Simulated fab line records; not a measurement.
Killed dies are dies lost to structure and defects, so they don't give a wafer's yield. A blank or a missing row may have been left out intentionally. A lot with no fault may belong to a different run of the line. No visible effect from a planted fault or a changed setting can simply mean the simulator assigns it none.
What tool caused it? ; flow n5 finfet ; Sampling: 15 lots, 45 wafers, 3 of 1938 route steps

== WHAT THE GAUGES SHOWED, per wafer ==
N5_PMOS_HMC_CHANNEL_EPI_INSPECT_11: inspects for defects (macro). Usual: 2.0 for raw defect count, sd 1.4.
lot;measured;on;raw defect count;flag
L962;day 1 23:53;defect inspect-01;1 4 0;
L963;day 2 05:32;defect inspect-02;2 5 1;
L972;day 4 11:38;defect inspect-02;0 1 1;
L973;day 4 17:30;defect inspect-01;2 1 4;
L975;day 5 05:31;defect inspect-02;3 4 2;
L976;day 5 11:17;defect inspect-02;3 2 1;
L977;day 5 17:21;defect inspect-01;5 2 0;
L978;day 5 23:25;defect inspect-02;3 3 4;
L980;day 6 11:52;defect inspect-02;3 2 1;
L981;day 6 17:17;defect inspect-02;1 3 4;
L983;day 7 05:37;defect inspect-01;1 3 3;
L984;day 7 11:38;defect inspect-01;2 0 0;

== EACH LOT AND THE TOOL THAT RAN IT (in order: tool; ch and the chambers of the sampled wafers; start) ==
lot;N5_ZERO_LAYER_ETCH_17;N5_WELL_APT_DEVELOP_07
L962;rie diel-05 ch 2,3, day 1 18:43;litho track-03 ch 0, day 1 19:27
L963;rie diel-06 ch 0,2,3, day 2 01:04;litho track-05 ch 0, day 2 01:57
L967;rie diel-03 ch 1,3, day 3 00:55;litho track-02, day 3 01:38
L968;rie diel-05 ch 1,2,3, day 3 06:52;litho track-03, day 3 07:35
L969;rie diel-03 ch 0,3, day 3 12:50;litho track-05, day 3 13:34
L972;rie diel-06 ch 0,1,3, day 4 07:02;litho track-03 ch 0, day 4 07:47
L973;rie diel-05 ch 1,2, day 4 12:54;litho track-02 ch 0, day 4 13:45
L975;rie diel-06 ch 1,2,3, day 5 00:50;litho track-03 ch 0, day 5 01:42
L976;rie diel-05 ch 0,3, day 5 06:58;litho track-02 ch 0, day 5 07:43
L977;rie diel-03 ch 0,1,2, day 5 12:52;litho track-03 ch 0, day 5 13:43
L978;rie diel-03 ch 1,2, day 5 18:52;litho track-05 ch 0, day 5 19:42
L980;rie diel-03 ch 2,3, day 6 07:01;litho track-03 ch 0, day 6 07:53
L981;rie diel-06 ch 1,2,3, day 6 12:52;litho track-03 ch 0, day 6 13:37
L983;rie diel-05 ch 0,1, day 7 00:51;litho track-05 ch 0, day 7 01:36
L984;rie diel-06 ch 0,2, day 7 06:50;litho track-05 ch 0, day 7 07:42
- N5_ZERO_LAYER_ETCH_17: etches SiO2 in CF4, target depth 12 nm, time 13.3 s.
- N5_WELL_APT_DEVELOP_07: develop time 45 s.

== WHAT THE TOOLS THEMSELVES READ (means of the sampled wafers that have a number; where no wafer has one, the mark that the record gives instead) ==
N5_ZERO_LAYER_ETCH_17. Usual: drypump motor current A is 5.4 A with standard deviation 0.37, mfc ar sccm is 100.0 sccm with standard deviation 0.3, oes product au is 0.78 a.u. with standard deviation 0.07, rf fwd power W is 445.9 W with standard deviation 1.8, rf vpp V is 948.6 V with standard deviation 2.9, showerhead plenum p Torr is 2.14 Torr with standard deviation 0.046, and throttle valve pct is 15.68 % with standard deviation 0.23.
lot;tool;drypump motor current A (A);mfc ar sccm (sccm);oes product au (a.u.);rf fwd power W (W);rf vpp V (V);showerhead plenum p Torr (Torr);throttle valve pct (%);flag
L962;rie diel-05;5.5;99.9;0.84;446.8;950.5;2.17;15.51;
L963;rie diel-06;5.4;100.0;0.78;444.9;949.2;2.15;15.76;
L967;rie diel-03;5.2;100.2;0.84;447.9;950.1;2.17;15.51;
L968;rie diel-05;5.4;100.0;0.86;446.3;948.7;2.15;15.50;
L969;rie diel-03;5.7;100.1;0.76;445.8;948.9;2.14;15.80;
L972;rie diel-06;5.4;100.0;0.72;446.5;945.5;2.09;15.87;
L973;rie diel-05;5.5;100.1;0.87;445.0;949.1;2.15;15.70;
L975;rie diel-06;5.6;100.0;0.74;446.5;947.1;2.10;15.81;
L976;rie diel-05;5.1;99.9;0.73;444.9;948.3;2.14;15.75;
L977;rie diel-03;5.7;99.8;0.76;446.0;950.3;2.17;15.54;
L978;rie diel-03;5.5;100.5;0.76;447.7;952.9;2.20;15.44;
L980;rie diel-03;5.7;100.0;0.74;446.2;951.4;2.19;15.60;
L981;rie diel-06;5.6;100.1;0.73;446.7;946.3;2.10;15.84;
L983;rie diel-05;4.9;100.0;0.82;444.6;946.3;2.10;15.55;
L984;rie diel-06;5.7;100.0;0.77;446.5;949.5;2.15;15.75;

N5_WELL_APT_DEVELOP_07. Usual: 22.99 C for chill plate temp C, sd 0.091.
lot;tool;chill plate temp C (C);flag
L962;litho track-03;22.97;
L963;litho track-05;23.12;
L967;litho track-02;-;OFF
L968;litho track-03;-;OFF
L969;litho track-05;-;OFF
L972;litho track-03;23.03;
L973;litho track-02;22.98;
L975;litho track-03;22.97;
L976;litho track-02;22.93;
L977;litho track-03;22.90;
L978;litho track-05;22.97;
L980;litho track-03;23.06;
L981;litho track-03;22.98;
L983;litho track-05;22.93;
L984;litho track-05;22.97;

== THE ANSWER, worked out from the rows above alone ==
Rule: take the mean of a lot's wafers that have a number; if it is more than 3 standard deviations from the usual mean, the lot is off. A lot without any number at a reading at which 4 lots or more have one is off too. Where the step has rows for the other lots, those lots are counted as sound. First the gauges in route order, then the tools' own readings, where a lot's mean is used as printed above. The first step at which some lot is off is used, and at that step the reading that is off furthest; a lot without a number counts as furthest.
Off, at N5_WELL_APT_DEVELOP_07 on chill plate temp C: L967, L968, L969. Without a number there: L967, L968, L969.
If a tool, at that step or one of the process steps before it, ran each lot that is off and ran no sound lot following the first of them, it fits. Not one of the candidates tried fits.

== WHAT HAD BEEN PUT IN BY THE SIMULATOR ==
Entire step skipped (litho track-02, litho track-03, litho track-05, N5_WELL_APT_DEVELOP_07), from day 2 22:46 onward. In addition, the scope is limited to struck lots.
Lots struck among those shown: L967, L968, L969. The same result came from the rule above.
